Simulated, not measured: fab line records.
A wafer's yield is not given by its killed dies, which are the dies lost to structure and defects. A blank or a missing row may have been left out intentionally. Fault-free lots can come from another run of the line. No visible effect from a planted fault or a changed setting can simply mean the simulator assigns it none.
2 desks, one fault | flow nand_harc | what lay behind the numbers comes last; until then each desk has only its own

## THE METROLOGY DESK
Means of the sampled wafers that have a number, per lot and without regard to the tool the lot ran on: this is what the gauges read. If a lot's mean is further than 4 standard deviations from the usual mean, the lot is out of limits and carries the mark OUT (the distance appears in the brackets).
Columns: A = cd_nm at NHARC_P_M1_CD_MEAS_09, usual 129.9 nm; B = overlay_x_nm at NHARC_P_M1_OVL_MEAS_10, usual 0.1 nm; C = overlay_y_nm at NHARC_P_M1_OVL_MEAS_10, usual -0.3 nm
lot  | first seen here | A                | B    | C
L950 | day 6 13:58     | 130.0            | 0.3  | 0.0
L951 | day 6 18:04     | 130.8            | -0.1 | -0.2
L953 | day 6 23:02     | 130.3            | 0.5  | -0.7
L952 | day 6 23:33     | 124.8 (-7.8) OUT | 3.1  | 0.6
L964 | day 10 02:02    | 128.6            | 0.3  | -0.7
L965 | day 10 02:35    | 129.4            | 0.3  | -0.3
L966 | day 10 07:10    | 129.7            | -1.1 | 1.0
L968 | day 10 11:10    | 130.3            | -0.9 | -1.2
L969 | day 10 20:14    | 131.0            | 0.5  | -1.5
L971 | day 11 04:41    | 129.6            | -0.6 | -0.9
L972 | day 11 05:15    | 130.5            | 0.4  | -0.1
L970 | day 11 07:16    | 129.7            | 0.7  | -2.2
L973 | day 11 20:09    | 130.0            | 0.5  | 0.1
This desk's verdict: out of limits on L952, starting with L952 at day 6 23:33 (cd_nm at NHARC_P_M1_CD_MEAS_09). L950, L951, L953, L964, L965, L966, L968, L969, L971, L972, L970, L973 stayed within limits.

## THE TOOL OWNER'S DESK: litho_track-01
The tool's own readings at NHARC_P_M1_PEB_07 (peb time 65 s): means of the sampled wafers that have a number, for each lot that ran on this tool. If a lot's mean is further than 4 standard deviations from the usual mean, the lot is out of limits and carries the mark OUT (the distance appears in the brackets).
Columns: A = heater_power_total_W at NHARC_P_M1_PEB_07, usual 156.7 W
lot  | first seen here | A
L951 | day 6 17:59     | 156.5
L953 | day 6 22:57     | 156.7
L952 | day 6 23:28     | 169.9 (+33) OUT
L972 | day 11 05:10    | 157.0
This desk's verdict: out of limits on L952, starting with L952 at day 6 23:28 (heater_power_total_W at NHARC_P_M1_PEB_07). L951, L953, L972 stayed within limits.

## TAKEN TOGETHER
At day 6 23:28, on L952, the tool owner's desk was in a position to raise an alarm.
At day 6 23:33 the metrology desk could have sounded an alarm, on L952.
On litho_track-01, each named lot ran NHARC_P_M1_PEB_07.

## WHAT THE SIMULATOR PUT IN
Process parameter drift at NHARC_P_M1_PEB_07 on litho_track-01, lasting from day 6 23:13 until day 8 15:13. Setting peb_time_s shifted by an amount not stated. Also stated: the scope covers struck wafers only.
Shown lots that were struck: L952.
Time in hours from fault onset to the first out-of-limits reading at each desk: tool owner's desk 0, metrology desk 0.
